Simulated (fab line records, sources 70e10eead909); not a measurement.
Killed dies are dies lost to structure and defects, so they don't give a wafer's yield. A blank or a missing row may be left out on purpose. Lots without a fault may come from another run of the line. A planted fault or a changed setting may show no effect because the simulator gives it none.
fab line records | flow nand_harc
record lots=24 wafers=72 last_day=24
route steps=1159 shown P_M0@274 P_M1@301 P_M2@336
lots that met no fault: from a run of the same line without faults
start_h: hours from the record's first day to the start of the lot's first wafer shown | wait_h: hours since the lot's step before | " the same as in the row above | L1.1+2: a row that stands for several wafers | - no value, or no start given | * or withheld: withheld | < > ~ a bound
route shown NAME@n: a module of which the file shows steps, and the number in the route of the first | usual: mean/standard deviation of fault-free wafers | same: alike in all rows | chamber/n: place in a boat | sites: the reading at each site | _std_site: their standard deviation | _edge_site: outer sites' mean less inner sites' | radius_mm: how far each site lies from the wafer's centre | mask NAME#n: copy n | behind: the tool/chamber that last shaped the wafer | hold: why the lot was held/for how many hours/how that ended | device: the transistor (n, p or np) that didn't switch | end of line: the same wafers' tests at the end of the route | a step without rows: its recipe alone | killed: dies lost to structure and defects at the first sort, not the wafer's yield | map: a wafer's dies, x killed, . not, _ none there
set.NAME: the setting as run; set.NAME@STEP: as run at that earlier step | model.NAME: the simulator's own value behind a step, which no gauge read
steps of the route over a sample of lots; a table a step, a row a wafer
services: from which hour (start_h, from the record's first day; less than 0 if before it) a tool's chamber was out of use, for how many hours, and why
## steps
# step NHARC_P_M0_PVD_20
# recipe target_thk_a=50 bias_v=168.6 power_w=15000 chamber_pressure_pa=0.12 time_s=8.06 substrate_temp_c=50 material=TaN
# usual bias_v=168.6/1.7 throttle_valve_pct=29.5/0.89
# columns lot.wafer tool chamber start_h wait_h bias_v throttle_valve_pct
L074.4 pvd_sputter-02 - - - 170.3 30.0
L074.2 " - " " 169.1 29.8
L074.6 " - " " 168.3 29.2
L075.3 pvd_sputter-01 - - - 168.2 28.9
L075.2 " - " " 169.6 30.8
L075.5 " - " " 172.2 29.4
L076.2 pvd_sputter-03 - - - 167.5 30.2
L076.3 " - " " 168.6 28.3
L076.6 " - " " 167.5 29.4
L077.2 pvd_sputter-03 - - - 166.9 29.9
L077.3 " - " " 170.7 29.2
L077.5 " - " " 166.4 29.5
L078.2 pvd_sputter-01 - - - 166.4 31.2
L078.3 " - " " 168.5 29.5
L078.5 " - " " 167.0 31.0
L080.2 pvd_sputter-02 - - - 169.2 29.8
L080.5 " - " " 169.2 30.0
L080.6 " - " " 166.4 29.2
L079.4 pvd_sputter-01 - - - 169.4 31.0
L079.3 " - " " 166.3 29.0
L079.5 " - " " 169.9 30.7
L081.2 pvd_sputter-02 - - - 169.5 30.5
L081.4 " - " " 170.3 29.4
L081.6 " - " " 170.7 29.9
L082.2 pvd_sputter-03 - - - 169.3 29.8
L082.3 " - " " 168.6 28.2
L082.6 " - " " 168.2 28.0
L083.1 pvd_sputter-01 - - - 169.9 28.3
L083.3 " - " " 169.5 28.9
L083.2 " - " " 169.2 31.2
L085.3 pvd_sputter-03 - - - 166.7 29.7
L085.2 " - " " 168.6 28.1
L085.4 " - " " 169.6 29.3
L084.3 pvd_sputter-01 - - - 168.1 31.0
L084.4 " - " " 170.1 28.2
L084.5 " - " " 171.8 28.7
L088.2 pvd_sputter-03 - - - 168.8 29.2
L088.5 " - " " 168.6 30.0
L088.6 " - " " 164.1 28.4
L087.3 pvd_sputter-01 - - - 169.6 28.3
L087.1 " - " " 171.8 30.2
L087.6 " - " " 169.2 28.4
L086.4 pvd_sputter-02 - - - 171.2 29.1
L086.3 " - " " 170.1 30.5
L086.1 " - " " 167.1 29.8
L090.2 pvd_sputter-03 - - - 167.8 29.6
L090.5 " - " " 171.4 30.0
L090.6 " - " " 168.2 28.3
L089.1 pvd_sputter-01 - - - 168.0 28.4
L089.2 " - " " 168.9 29.1
L089.6 " - " " 169.5 31.1
L091.2 pvd_sputter-01 - - - 169.6 29.0
L091.3 " - " " 168.2 31.2
L091.6 " - " " 167.2 30.3
L092.2 pvd_sputter-01 - - - 167.4 29.2
L092.3 " - " " 168.4 28.1
L092.6 " - " " 168.2 28.8
L094.3 pvd_sputter-02 - - - 169.6 28.8
L094.4 " - " " 170.6 29.9
L094.5 " - " " 170.6 28.7
L093.3 pvd_sputter-01 - - - 168.8 29.0
L093.2 " - " " 165.2 31.2
L093.5 " - " " 167.4 31.3
L095.1 pvd_sputter-03 - - - 171.4 28.3
L095.4 " - " " 169.6 29.5
L095.2 " - " " 163.5 29.3
L096.3 pvd_sputter-03 - - - 166.1 27.9
L096.5 " - " " 168.3 29.4
L096.6 " - " " 169.0 29.3
L097.2 pvd_sputter-01 - - - 168.8 30.5
L097.6 " - " " 169.2 28.5
L097.5 " - " " 170.5 30.3
# step NHARC_P_M1_CD_MEAS_16
# usual cd_nm=130.0/0.81
# columns lot.wafer tool chamber start_h wait_h cd_nm
L074.2 cd_sem-03 - 127.56 - 130.6
L074.4 " - " " 128.2
L074.6 " - " " 129.7
L075.2 cd_sem-02 - 134.52 - 129.3
L075.3 " - " " 129.3
L075.5 " - " " 128.9
L076.2 cd_sem-02 - 138.42 - 130.0
L076.3 " - " " 130.6
L076.6 " - " " 130.9
L077.2 cd_sem-03 - 144.09 - 129.4
L077.3 " - " " 130.5
L077.5 " - " " 129.3
L078.2 cd_sem-01 - 147.20 - 130.8
L078.3 " - " " 129.8
L078.5 " - " " 130.3
L080.2 cd_sem-02 - 149.72 - 130.2
L080.5 " - " " 129.0
L080.6 " - " " 129.0
L079.3 cd_sem-01 - 150.03 - 128.6
L079.4 " - " " 129.1
L079.5 " - " " 129.8
L081.2 cd_sem-03 - 161.93 - 129.2
L081.4 " - " " 130.3
L081.6 " - " " 130.2
L082.2 cd_sem-03 - 164.15 - 129.2
L082.3 " - " " 130.9
L082.6 " - " " 129.2
L083.1 cd_sem-03 - 178.69 - 129.8
L083.2 " - " " 130.4
L083.3 " - " " 129.2
L085.2 cd_sem-01 - 186.11 - 128.9
L085.3 " - " " 129.3
L085.4 " - " " 128.9
L084.3 cd_sem-02 - 187.13 - 130.7
L084.4 " - " " 130.3
L084.5 " - " " 130.9
L088.2 cd_sem-03 - 199.45 - 131.7
L088.5 " - " " 131.6
L088.6 " - " " 130.8
L087.1 cd_sem-01 - 201.16 - 131.2
L087.3 " - " " 131.1
L087.6 " - " " 131.5
L086.1 cd_sem-01 - 201.51 - 131.7
L086.3 " - " " 131.3
L086.4 " - " " 131.0
L090.2 cd_sem-02 - 218.53 - 130.0
L090.5 " - " " 129.3
L090.6 " - " " 130.0
L089.1 cd_sem-03 - 219.22 - 129.5
L089.2 " - " " 130.1
L089.6 " - " " 129.2
L091.2 cd_sem-02 - 225.87 - 130.4
L091.3 " - " " 130.0
L091.6 " - " " 129.9
L092.2 cd_sem-03 - 226.56 - 129.4
L092.3 " - " " 130.5
L092.6 " - " " 129.4
L094.3 cd_sem-02 - 235.34 - 130.8
L094.4 " - " " 131.5
L094.5 " - " " 130.4
L093.2 cd_sem-01 - 236.18 - 129.8
L093.3 " - " " 130.9
L093.5 " - " " 129.6
L095.1 cd_sem-03 - 254.46 - 130.7
L095.2 " - " " 130.3
L095.4 " - " " 128.9
L096.3 cd_sem-03 - 257.08 - 130.8
L096.5 " - " " 130.6
L096.6 " - " " 130.4
L097.2 cd_sem-02 - 268.72 - 130.8
L097.5 " - " " 129.8
L097.6 " - " " 130.5
# step NHARC_P_M1_PRE_CLEAN_30
# recipe time_s=30 temp_c=280 gas=H2/He
# usual heater_power_w=404/48
# columns lot.wafer tool chamber start_h wait_h heater_power_w
L074.2 pvd_sputter-02 - - - 498
L074.4 " - " " 377
L074.6 " - " " 389
L075.2 pvd_sputter-01 - - - 432
L075.3 " - " " 359
L075.5 " - " " 426
L076.2 pvd_sputter-03 - - - 371
L076.3 " - " " 379
L076.6 " - " " 412
L077.2 pvd_sputter-03 - - - 427
L077.3 " - " " 373
L077.5 " - " " 405
L078.3 pvd_sputter-01 - - - 419
L078.2 " - " " 385
L078.5 " - " " 363
L080.2 pvd_sputter-01 - - - 389
L080.5 " - " " 386
L080.6 " - " " 358
L079.3 pvd_sputter-02 - - - 382
L079.4 " - " " 506
L079.5 " - " " 387
L081.2 pvd_sputter-02 - - - 399
L081.4 " - " " 497
L081.6 " - " " 378
L082.3 pvd_sputter-02 - - - 378
L082.2 " - " " 397
L082.6 " - " " 377
L083.1 pvd_sputter-02 - - - 382
L083.3 " - " " 378
L083.2 " - " " 515
L085.4 pvd_sputter-03 - - - 404
L085.2 " - " " 418
L085.3 " - " " 361
L084.4 pvd_sputter-02 - - - 389
L084.3 " - " " 379
L084.5 " - " " 390
L088.2 pvd_sputter-01 - - - 439
L088.5 " - " " 382
L088.6 " - " " 360
L087.1 pvd_sputter-01 - - - 362
L087.3 " - " " 382
L087.6 " - " " 366
L086.3 pvd_sputter-02 - - - 387
L086.1 " - " " 376
L086.4 " - " " 391
L090.2 pvd_sputter-03 - - - 413
L090.6 " - " " 385
L090.5 " - " " 398
L089.1 pvd_sputter-01 - - - 381
L089.2 " - " " 390
L089.6 " - " " 393
L091.2 pvd_sputter-01 - - - 355
L091.3 " - " " 440
L091.6 " - " " 394
L092.2 pvd_sputter-01 - - - 390
L092.3 " - " " 439
L092.6 " - " " 372
L094.4 pvd_sputter-03 - - - 373
L094.3 " - " " 410
L094.5 " - " " 373
L093.3 pvd_sputter-02 - - - 557
L093.2 " - " " 402
L093.5 " - " " 527
L095.1 pvd_sputter-02 - - - 378
L095.2 " - " " 399
L095.4 " - " " 538
L096.3 pvd_sputter-02 - - - 388
L096.5 " - " " 377
L096.6 " - " " 375
L097.2 pvd_sputter-02 - - - 389
L097.5 " - " " 552
L097.6 " - " " 381
# step NHARC_P_M1_DEP_33
# recipe target_thk_a=300 temp_c=370 target_thk_nm=30 pressure_torr=3 flow_sccm=200 rf_w=450 material=SiCN
# usual heater_power_w=611/85
# columns lot.wafer tool chamber start_h wait_h heater_power_w
L074.2 pecvd-01 0 130.09 0.1 638
L074.4 " 1 " " 714
L074.6 " 0 " " 648
L075.2 pecvd-01 1 136.97 0.1 624
L075.3 " 2 " " 690
L075.5 " 0 " " 644
L076.2 pecvd-02 2 140.89 0.1 360
L076.3 " 0 " " 646
L076.6 " 2 " " 365
L077.2 pecvd-01 1 146.51 0.1 621
L077.3 " 0 " " 603
L077.5 " 1 " " 624
L078.2 pecvd-01 1 149.69 0.1 591
L078.3 " 0 " " 579
L078.5 " 1 " " 600
L080.2 pecvd-02 1 152.29 0.1 564
L080.5 " 0 " " 640
L080.6 " 1 " " 582
L079.3 pecvd-01 1 152.63 0.1 614
L079.5 " 0 " " 652
L079.4 " 1 " " 631
L081.2 pecvd-01 1 164.50 0.1 718
L081.6 " 0 " " 643
L081.4 " 1 " " 712
L082.2 pecvd-04 0 166.70 0.1 577
L082.3 " 1 " " 584
L082.6 " 2 " " 676
L083.2 pecvd-04 2 181.14 0.1 639
L083.1 " 0 " " 548
L083.3 " 1 " " 629
L085.2 pecvd-01 2 188.69 0.1 700
L085.3 " 0 " " 617
L085.4 " 1 " " 655
L084.3 pecvd-02 0 189.63 0.1 596
L084.5 " 1 " " 573
L084.4 " 2 " " 432
L088.2 pecvd-01 2 202.00 0.1 650
L088.5 " 0 " " 657
L088.6 " 2 " " 659
L087.3 pecvd-01 2 203.58 0.1 701
L087.1 " 0 " " 659
L087.6 " 2 " " 693
L086.3 pecvd-01 0 204.06 0.1 657
L086.1 " 1 " " 688
L086.4 " 2 " " 675
L090.2 pecvd-04 0 221.03 0.1 616
L090.5 " 1 " " 597
L090.6 " 0 " " 615
L089.1 pecvd-02 2 221.70 0.1 360
L089.2 " 0 " " 668
L089.6 " 2 " " 351
L091.2 pecvd-01 0 228.34 0.1 641
L091.3 " 0 " " 668
L091.6 " 0 " " 648
L092.3 pecvd-04 0 229.11 0.1 608
L092.2 " 2 " " 655
L092.6 " 2 " " 650
L094.3 pecvd-02 1 237.93 0.1 603
L094.4 " 1 " " 613
L094.5 " 2 " " 435
L093.2 pecvd-02 0 238.80 0.1 559
L093.3 " 1 " " 601
L093.5 " 1 " " 598
L095.2 pecvd-02 2 256.87 0.1 371
L095.1 " 1 " " 601
L095.4 " 2 " " 376
L096.3 pecvd-01 1 259.59 0.1 723
L096.6 " 2 " " 585
L096.5 " 1 " " 729
L097.2 pecvd-04 0 271.67 0.1 602
L097.5 " 2 " " 606
L097.6 " 0 " " 593
# step NHARC_P_M2_ETCH_28
# recipe target_depth_a=300 over_etch_frac=0.3 time_s=72.99 ion_energy_ev=150 cf4_flow_sccm=50 n2_flow_sccm=100 ar_flow_sccm=150 rf_w=300 bias_w=100 chemistry=CF4/N2
# usual drypump_motor_current_A=5.38/0.28 oes_product_au=0.999/0.011 rf_vpp_V=314.7/2.3 showerhead_plenum_p_Torr=2.66/0.13 throttle_valve_pct=19.794/0.0089
# columns lot.wafer tool chamber start_h wait_h drypump_motor_current_A oes_product_au rf_hours_counter_h rf_vpp_V showerhead_plenum_p_Torr throttle_valve_pct
L074.2 rie_diel-11 0 - - 5.24 1.015 4 315.5 2.75 19.806
L074.4 " 1 " " 5.59 1.009 4 317.1 2.80 19.805
L074.6 " 0 " " 5.24 1.012 - 314.3 2.75 19.790
L075.2 rie_diel-03 3 - - 5.52 0.984 31 312.0 2.45 19.798
L075.3 " 0 " " 5.52 0.987 32 312.6 2.61 19.804
L075.5 " 0 " " 5.53 1.006 - 315.2 2.61 19.799
L076.2 rie_diel-07 1 - - 5.52 1.005 14 317.8 2.79 19.783
L076.3 " 3 " " 5.57 0.997 16 317.2 2.80 19.790
L076.6 " 2 " " 5.46 0.996 - 315.7 2.70 19.785
L077.2 rie_diel-11 3 - - 5.04 1.002 4 313.1 2.56 19.794
L077.3 " 2 " " 5.52 1.003 4 311.2 2.47 19.797
L077.5 " 3 " " 5.01 0.998 - 312.2 2.56 19.798
L078.2 rie_diel-11 2 - - 5.52 0.986 4 310.7 2.47 19.788
L078.3 " 1 " " 5.61 1.009 5 317.2 2.80 19.780
L078.5 " 3 " " 5.02 0.994 - 311.3 2.56 19.793
L080.2 rie_diel-07 0 - - 5.06 1.007 17 315.5 2.69 19.796
L080.5 " 2 " " 5.42 0.997 - 314.3 2.70 19.798
L080.6 " 3 " " 5.59 1.000 - 318.3 2.79 19.786
L079.4 rie_diel-11 2 - - 5.54 0.996 4 311.1 2.47 19.791
L079.3 " 3 " " 5.03 0.984 5 313.0 2.56 19.808
L079.5 " 2 " " 5.56 0.999 - 311.3 2.47 19.795
L081.4 rie_diel-11 3 - - 5.05 0.988 5 312.8 2.56 19.791
L081.2 " 1 " " 5.59 1.011 5 317.7 2.80 19.791
L081.6 " 2 " " 5.53 1.019 - 310.1 2.47 19.792
L082.2 rie_diel-11 0 - - 5.26 1.019 6 316.8 2.75 19.790
L082.3 " 1 " " 5.56 1.002 5 318.0 2.80 19.794
L082.6 " 3 " " 5.03 0.987 - 313.2 2.56 19.812
L083.3 rie_diel-11 1 - - 5.62 1.002 6 315.9 2.80 19.801
L083.1 " 3 " " 5.00 1.006 6 314.2 2.56 19.799
L083.2 " 0 " " 5.24 1.021 6 315.7 2.75 19.781
L085.2 rie_diel-03 0 - - 5.50 0.985 50 312.4 2.60 19.803
L085.3 " 1 " " 6.26 1.003 53 313.1 2.70 19.789
L085.4 " 2 " " 4.70 0.985 51 316.2 2.73 19.811
L084.4 rie_diel-07 0 - - 5.07 1.010 24 316.2 2.69 19.782
L084.3 " 1 " " 5.53 1.002 24 317.7 2.79 19.788
L084.5 " 3 " " 5.62 0.997 - 315.8 2.79 19.791
L088.2 rie_diel-11 3 - - 5.04 0.988 0 312.2 2.56 19.788
L088.6 " 1 " " 5.59 0.978 - 316.1 2.80 19.791
L088.5 " 2 " " 5.51 0.993 - 312.4 2.47 19.791
L087.3 rie_diel-11 3 - - 5.02 1.004 0 312.6 2.56 19.799
L087.1 " 2 " " 5.52 0.995 0 311.9 2.47 19.789
L087.6 " 0 " " 5.23 1.007 - 315.5 2.75 19.804
L086.3 rie_diel-11 1 - - 5.58 0.988 0 316.1 2.80 19.793
L086.1 " 2 " " 5.52 0.995 0 311.6 2.47 19.790
L086.4 " 0 " " 5.24 1.007 0 317.5 2.75 19.785
L090.2 rie_diel-07 0 - - 5.06 1.018 31 313.6 2.69 19.789
L090.5 " 1 " " 5.51 1.005 - 315.9 2.78 19.800
L090.6 " 2 " " 5.47 1.001 - 315.1 2.69 19.806
L089.1 rie_diel-11 3 - - 5.00 0.990 1 312.4 2.56 19.798
L089.2 " 1 " " 5.61 0.996 1 316.7 2.80 19.801
L089.6 " 0 " " 5.23 1.007 - 316.7 2.75 19.798
L091.3 rie_diel-11 0 - - 5.23 1.006 1 315.7 2.75 19.795
L091.2 " 3 " " 5.04 0.994 1 313.7 2.56 19.794
L091.6 " 1 " " 5.56 0.987 - 317.7 2.80 19.804
L092.2 rie_diel-03 2 - - 4.68 0.999 2 315.9 2.72 19.819
L092.3 " 1 " " 6.30 1.019 3 315.2 2.70 19.787
L092.6 " 2 " " 4.70 1.004 - 316.3 2.72 19.793
L094.3 rie_diel-11 0 - - 5.25 1.017 2 316.6 2.75 19.798
L094.4 " 1 " " 5.59 0.988 1 317.0 2.80 19.795
L094.5 " 2 " " 5.54 0.999 - 312.4 2.47 19.787
L093.3 rie_diel-11 0 - - 5.25 1.006 2 315.6 2.75 19.774
L093.2 " 1 " " 5.59 0.990 1 316.2 2.80 19.814
L093.5 " 2 " " 5.48 0.998 - 312.0 2.47 19.801
L095.1 rie_diel-11 1 - - 5.58 0.990 2 317.0 2.80 19.777
L095.4 " 3 " " 5.02 0.999 2 312.7 2.56 19.803
L095.2 " 0 " " 5.25 1.015 2 314.8 2.75 19.781
L096.3 rie_diel-11 1 - - 5.62 0.976 2 316.9 2.80 19.800
L096.6 " 2 " " 5.49 0.989 - 311.4 2.47 19.804
L096.5 " 3 " " 5.04 1.001 - 312.8 2.56 19.790
L097.2 rie_diel-07 0 - - 5.08 0.989 6 314.6 2.69 19.808
L097.5 " 1 " " 5.51 0.997 - 318.3 2.78 19.789
L097.6 " 2 " " 5.44 1.000 - 314.8 2.69 19.801
# step NHARC_P_M2_PVD_20
# recipe target_thk_a=50 bias_v=168.6 power_w=15000 chamber_pressure_pa=0.12 time_s=8.06 substrate_temp_c=50 material=TaN
# usual bias_v=168.3/1.7 throttle_valve_pct=29.6/0.78
# columns lot.wafer tool chamber start_h wait_h bias_v throttle_valve_pct
L074.4 pvd_sputter-01 - - - 168.2 31.1
L074.2 " - " " 169.3 28.8
L074.6 " - " " 168.2 29.8
L075.3 pvd_sputter-01 - - - 167.4 30.9
L075.2 " - " " 171.1 29.8
L075.5 " - " " 169.5 29.4
L076.2 pvd_sputter-01 - - - 166.3 29.3
L076.3 " - " " 170.4 31.0
L076.6 " - " " 169.0 28.7
L077.3 pvd_sputter-01 - - - 170.8 29.7
L077.2 " - " " 167.3 28.8
L077.5 " - " " 168.8 29.5
L078.2 pvd_sputter-03 - - - 168.7 28.3
L078.3 " - " " 168.9 29.5
L078.5 " - " " 169.8 28.2
L080.2 pvd_sputter-01 - - - 169.9 30.8
L080.5 " - " " 165.8 29.8
L080.6 " - " " 164.4 30.8
L079.4 pvd_sputter-02 - - - 168.6 29.7
L079.3 " - " " 166.8 29.9
L079.5 " - " " 169.2 29.5
L081.2 pvd_sputter-02 - - - 168.0 29.9
L081.4 " - " " 170.6 29.1
L081.6 " - " " 165.9 29.0
L082.3 pvd_sputter-01 - - - 167.8 31.2
L082.2 " - " " 165.4 28.5
L082.6 " - " " 168.7 29.0
L083.2 pvd_sputter-03 - - - 166.6 28.4
L083.1 " - " " 168.9 29.3
L083.3 " - " " 166.0 29.4
L085.3 pvd_sputter-03 - - - 166.8 29.8
L085.2 " - " " 169.2 28.2
L085.4 " - " " 166.8 29.1
L084.3 pvd_sputter-02 - - - 166.1 29.1
L084.4 " - " " 168.3 30.5
L084.5 " - " " 169.2 29.4
L088.2 pvd_sputter-02 - - - 166.8 29.7
L088.6 " - " " 169.7 30.4
L088.5 " - " " 167.5 29.7
L087.1 pvd_sputter-01 - - - 167.8 30.3
L087.3 " - " " 166.1 28.1
L087.6 " - " " 167.9 28.9
L086.4 pvd_sputter-03 - - - 168.4 29.3
L086.1 " - " " 169.2 29.9
L086.3 " - " " 167.7 28.0
L090.2 pvd_sputter-03 - - - 167.4 29.4
L090.6 " - " " 171.2 29.4
L090.5 " - " " 169.3 28.0
L089.2 pvd_sputter-02 - - - 167.0 29.7
L089.1 " - " " 169.8 29.3
L089.6 " - " " 167.2 29.7
L091.2 pvd_sputter-01 - - - 168.4 28.3
L091.3 " - " " 168.8 29.1
L091.6 " - " " 168.4 28.4
L092.2 pvd_sputter-01 - - - 166.1 31.4
L092.3 " - " " 168.6 30.1
L092.6 " - " " 170.2 28.2
L094.4 pvd_sputter-02 - - - 167.1 29.5
L094.3 " - " " 168.6 28.8
L094.5 " - " " 170.7 29.5
L093.3 pvd_sputter-02 - - - 168.1 29.9
L093.2 " - " " 166.7 29.0
L093.5 " - " " 167.3 29.6
L095.1 pvd_sputter-01 - - - 171.2 31.1
L095.2 " - " " 168.4 30.3
L095.4 " - " " 169.5 29.0
L096.3 pvd_sputter-02 - - - 168.9 29.8
L096.6 " - " " 168.9 30.0
L096.5 " - " " 170.9 29.3
L097.2 pvd_sputter-01 - - - 166.7 28.4
L097.6 " - " " 168.9 30.3
L097.5 " - " " 168.7 28.8
## services
# columns tool chamber start_h hours kind
pvd_sputter-03 - 102.00 10.0 pm
rie_diel-11 0 119.50 - clean
rie_diel-11 1 119.50 - clean
rie_diel-11 2 119.50 - clean
rie_diel-11 3 119.50 - clean
rie_diel-11 0 144.00 - clean
rie_diel-11 1 144.00 - clean
rie_diel-11 2 144.00 - clean
rie_diel-11 3 144.00 - clean
pecvd-02 - 153.00 13.0 pm
pvd_sputter-01 - 158.36 10.0 pm
rie_diel-11 0 168.50 - clean
rie_diel-11 - 189.50 9.0 pm
pecvd-04 - 196.68 13.0 pm
pvd_sputter-03 - 200.98 2.4 repair
pvd_sputter-02 - 214.02 10.0 pm
rie_diel-03 - 215.83 9.0 pm
pecvd-01 1 216.04 15.7 repair
rie_diel-07 - 228.21 9.0 pm
pecvd-01 - 237.10 13.0 pm
pvd_sputter-01 - 242.87 4.6 repair
pecvd-04 2 261.64 7.5 repair
rie_diel-11 2 262.22 11.2 repair
pecvd-01 - 269.52 1.0 repair
## key
fault none
